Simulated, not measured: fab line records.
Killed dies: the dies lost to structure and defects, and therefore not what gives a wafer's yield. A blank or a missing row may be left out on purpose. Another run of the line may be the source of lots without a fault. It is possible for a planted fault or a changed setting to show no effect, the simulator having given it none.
The tool behind it: which one?	flow nandHarc	33 wafers from 11 lots sampled at 6 of the route's 1159 steps

WHAT THE GAUGES READ, wafer by wafer
NHARC_P_GATE_INSPECT_68. Usual: rawDefectCount reads 211 (standard deviation 77).
lot	measured	on	rawDefectCount	flag
L923	day 5 14:35	defectInspect-01	171 189 129	
L924	day 5 14:59	defectInspect-01	204 141 172	
L925	day 5 21:10	defectInspect-01	156 172 141	
L933	day 8 01:53	defectInspect-01	168 660 176	
L937	day 8 15:37	defectInspect-02	195 143 547	
L935	day 8 18:00	defectInspect-01	244 223 214	
L936	day 8 20:41	defectInspect-01	108 569 107	
L942	day 10 01:11	defectInspect-01	351 187 288	
L944	day 10 13:19	defectInspect-01	219 346 301	
L943	day 10 13:30	defectInspect-02	225 230 251	
L946	day 11 05:10	defectInspect-01	218 354 184	

NHARC_END_SORT_01. Usual: killedAtArray 29, standard deviation 8.4; killedAtOther 0.7, standard deviation 1.2; killedAtPeriphery 3.8, standard deviation 2.1; killedDies 33, standard deviation 9; killedOpen 3.4, standard deviation 2; killedShort 2.1, standard deviation 1.4.
lot	measured	on	killedAtArray	killedAtOther	killedAtPeriphery	killedDies	killedOpen	killedShort	flag
L933	day 22 22:37	prober-02	38 32 34	0 0 0	6 87 5	44 119 39	5 2 2	6 3 2	OFF
L937	day 23 07:25	prober-01	31 37 24	3 2 0	5 3 81	39 42 105	10 5 4	3 2 5	OFF
L936	day 22 14:57	prober-01	21 32 33	0 0 1	5 80 5	26 112 39	4 2 3	3 3 2	OFF

WHAT TOOL EACH LOT RAN ON (gives the tool, then ch and the chambers of the sampled wafers, and finally the start)
lot	NHARC_P_GATE_ETCHBACK_37	NHARC_P_GATE_DESCUM_61	NHARC_P_GATE_STRIP_113	NHARC_P_CONTACT_ALD_22
L923	rieDiel-12 ch 0,1, day 5 06:43	rieDiel-03 ch 1,3, day 5 09:41	plasmaAsher-02 ch 0,1, day 5 11:48	aldMetal-01 ch 0,1,3, day 5 18:14
L924	rieDiel-03 ch 1,3, day 5 07:01	rieDiel-12 ch 0,2,3, day 5 10:23	plasmaAsher-01 ch 0,1, day 5 12:27	aldMetal-03 ch 0,2,3, day 5 18:36
L925	rieDiel-03 ch 2,3, day 5 13:28	rieDiel-12 ch 0,3, day 5 16:31	plasmaAsher-02 ch 1, day 5 18:45	aldMetal-01 ch 0,1,2, day 6 00:52
L933	rieDiel-03 ch 0,2,3, day 7 18:02	rieDiel-06 ch 1,3, day 7 21:03	plasmaAsher-02 ch 0,1, day 7 23:17	aldMetal-03 ch 2,3, day 8 05:45
L937	rieDiel-03 ch 0,1,3, day 8 08:16	rieDiel-12 ch 0,2, day 8 11:04	plasmaAsher-02 ch 0,1, day 8 13:03	aldMetal-03 ch 1,3, day 8 19:08
L935	rieDiel-12 ch 0,2,3, day 8 10:06	rieDiel-12 ch 0,1,2, day 8 13:06	plasmaAsher-02 ch 0,1, day 8 15:29	aldMetal-01 ch 0,3, day 8 21:40
L936	rieDiel-03 ch 1,2,3, day 8 12:51	rieDiel-12 ch 1,2,3, day 8 15:48	plasmaAsher-01 ch 0,1, day 8 17:52	aldMetal-01 ch 0,3, day 9 00:11
L942	rieDiel-06 ch 0,2,3, day 9 17:32	rieDiel-06 ch 0,2,3, day 9 20:25	plasmaAsher-01 ch 0,1, day 9 22:29	aldMetal-03 ch 0,1,3, day 10 05:04
L944	rieDiel-06 ch 2,3, day 10 04:48	rieDiel-03 ch 2,3, day 10 08:21	plasmaAsher-01 ch 0,1, day 10 10:45	aldMetal-03 ch 1,2, day 10 17:59
L943	rieDiel-06 ch 0,2,3, day 10 04:53	rieDiel-03 ch 0,2,3, day 10 08:26	plasmaAsher-02 ch 0,1, day 10 10:56	aldMetal-02 ch 0,3, day 10 17:39
L946	rieDiel-12 ch 0,1, day 10 21:15	rieDiel-03 ch 0,2, day 11 00:12	plasmaAsher-01 ch 0,1, day 11 02:37	aldMetal-02 ch 0,2, day 11 08:59
- NHARC_P_GATE_ETCHBACK_37: etches the open film in CHF3/O2, target depth 34.5 nm, time 17.2 s.
- NHARC_P_GATE_DESCUM_61: chemistry O2, time 3 s.
- NHARC_P_GATE_STRIP_113: strips in N2/H2, time 740 s.
- NHARC_P_CONTACT_ALD_22: deposits TiN, target thk 3 nm, pulse time 1 s, ald cycles 150.

WHAT THE TOOLS THEMSELVES READ (means of the sampled wafers that have a number; where no wafer has one, the mark that the record gives instead)
NHARC_P_GATE_ETCHBACK_37. Usual: drypumpMotorCurrentA 5.7 A, standard deviation 0.4; oesProductAu 0.94 a.u., standard deviation 0.033; rfVppV 370.4 V, standard deviation 2.1; showerheadPlenumPTorr 2.39 Torr, standard deviation 0.091; throttleValvePct 20.572 %, standard deviation 0.0096.
lot	tool	drypumpMotorCurrentA (A)	oesProductAu (a.u.)	rfVppV (V)	showerheadPlenumPTorr (Torr)	throttleValvePct (%)	flag
L923	rieDiel-12	6.0	0.99	372.0	2.48	20.563	
L924	rieDiel-03	5.7	0.94	370.3	2.39	20.582	
L925	rieDiel-03	5.5	0.94	367.9	2.27	20.580	
L933	rieDiel-03	5.7	0.93	368.4	2.29	20.568	
L937	rieDiel-03	5.9	0.92	369.2	2.35	20.570	
L935	rieDiel-12	5.3	0.99	370.8	2.39	20.567	
L936	rieDiel-03	5.5	0.93	369.7	2.33	20.571	
L942	rieDiel-06	5.8	1.01	371.7	2.45	20.566	
L944	rieDiel-06	6.1	0.94	371.9	2.48	20.584	
L943	rieDiel-06	5.8	0.99	370.8	2.45	20.578	
L946	rieDiel-12	5.9	0.91	372.5	2.43	20.568	

NHARC_P_GATE_DESCUM_61. Usual: drypumpMotorCurrentA 5.7 A, standard deviation 0.41; oesProductAu 1.001 a.u., standard deviation 0.01; rfVppV 57.8 V, standard deviation 0.96; showerheadPlenumPTorr 1.90 Torr, standard deviation 0.074; throttleValvePct 11.311 %, standard deviation 0.0096.
lot	tool	drypumpMotorCurrentA (A)	oesProductAu (a.u.)	rfVppV (V)	showerheadPlenumPTorr (Torr)	throttleValvePct (%)	flag
L923	rieDiel-03	5.7	1.016	57.7	1.90	11.317	
L924	rieDiel-12	5.4	0.996	58.0	1.91	11.302	
L925	rieDiel-12	5.4	0.989	58.7	1.91	11.297	
L933	rieDiel-06	5.9	1.002	58.8	2.00	11.321	
L937	rieDiel-12	5.6	0.998	58.4	1.92	11.311	
L935	rieDiel-12	5.7	0.999	58.2	1.95	11.310	
L936	rieDiel-12	5.4	0.995	57.0	1.93	11.310	
L942	rieDiel-06	5.8	1.008	58.0	1.95	11.315	
L944	rieDiel-03	5.5	1.013	57.1	1.80	11.298	
L943	rieDiel-03	5.7	1.010	57.1	1.82	11.324	
L946	rieDiel-03	6.0	1.000	56.9	1.84	11.309	

NHARC_P_GATE_STRIP_113. Usual: drypumpMotorCurrentA 5.8 A, standard deviation 0.53; heaterPowerW 88 W, standard deviation 4.3; tempC 109.99 C, standard deviation 0.13.
lot	tool	drypumpMotorCurrentA (A)	heaterPowerW (W)	tempC (C)	flag
L923	plasmaAsher-02	5.6	86	110.03	
L924	plasmaAsher-01	5.9	92	110.09	
L925	plasmaAsher-02	6.6	87	110.14	
L933	plasmaAsher-02	5.6	84	109.83	
L937	plasmaAsher-02	6.1	87	109.97	
L935	plasmaAsher-02	5.6	86	110.05	
L936	plasmaAsher-01	5.8	91	109.90	
L942	plasmaAsher-01	5.8	93	110.09	
L944	plasmaAsher-01	5.8	89	109.94	
L943	plasmaAsher-02	5.6	80	109.84	
L946	plasmaAsher-01	5.8	92	109.94	

NHARC_P_CONTACT_ALD_22. Usual: heaterPowerOuterW 718 W, standard deviation 56; heaterPowerW 1087 W, standard deviation 81; precursorPulseHeightRel 0.998, standard deviation 0.02.
lot	tool	heaterPowerOuterW (W)	heaterPowerW (W)	precursorPulseHeightRel	flag
L923	aldMetal-01	695	1058	0.993	
L924	aldMetal-03	694	1053	0.996	
L925	aldMetal-01	707	1062	0.994	
L933	aldMetal-03	705	1050	0.982	
L937	aldMetal-03	692	1123	0.995	
L935	aldMetal-01	726	1075	1.002	
L936	aldMetal-01	727	1081	0.994	
L942	aldMetal-03	719	1102	1.006	
L944	aldMetal-03	689	1138	1.011	
L943	aldMetal-02	793	1170	0.993	
L946	aldMetal-02	749	1137	0.984	

THE ANSWER, worked out from the rows above alone
Rule: take the mean of a lot's wafers that have a number; if it is more than 3 standard deviations from the usual mean, the lot is off. A lot without any number at a reading at which 4 lots or more have one is off too. Where the step has rows for the other lots, those lots are counted as sound. Order of review: gauges by route order, followed by the tools' own readings, for which a lot's mean as printed above is used. At the first step where some lot is off, the reading lying furthest off is the one used; lots without a number count as furthest.
Off: L933, L937, L936, at NHARC_END_SORT_01 (killedAtPeriphery). Neither off nor sound, because the step has no rows for them: L923, L924, L925, L935, L942, L944, L943, L946.
If a tool, at a process step before that reading, ran all the lots that are off and no sound lot after the first of them, it fits. Gauges at NHARC_END_SORT_01: tried the same way as those tools. One fits: NHARC_P_GATE_ETCHBACK_37 on rieDiel-03. It ran no sound lot before its first lot that is off in this sample, so the start can't be narrowed down.

WHAT HAD BEEN PUT IN BY THE SIMULATOR
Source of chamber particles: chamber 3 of rieDiel-03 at NHARC_P_GATE_ETCHBACK_37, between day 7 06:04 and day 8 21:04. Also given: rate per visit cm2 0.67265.
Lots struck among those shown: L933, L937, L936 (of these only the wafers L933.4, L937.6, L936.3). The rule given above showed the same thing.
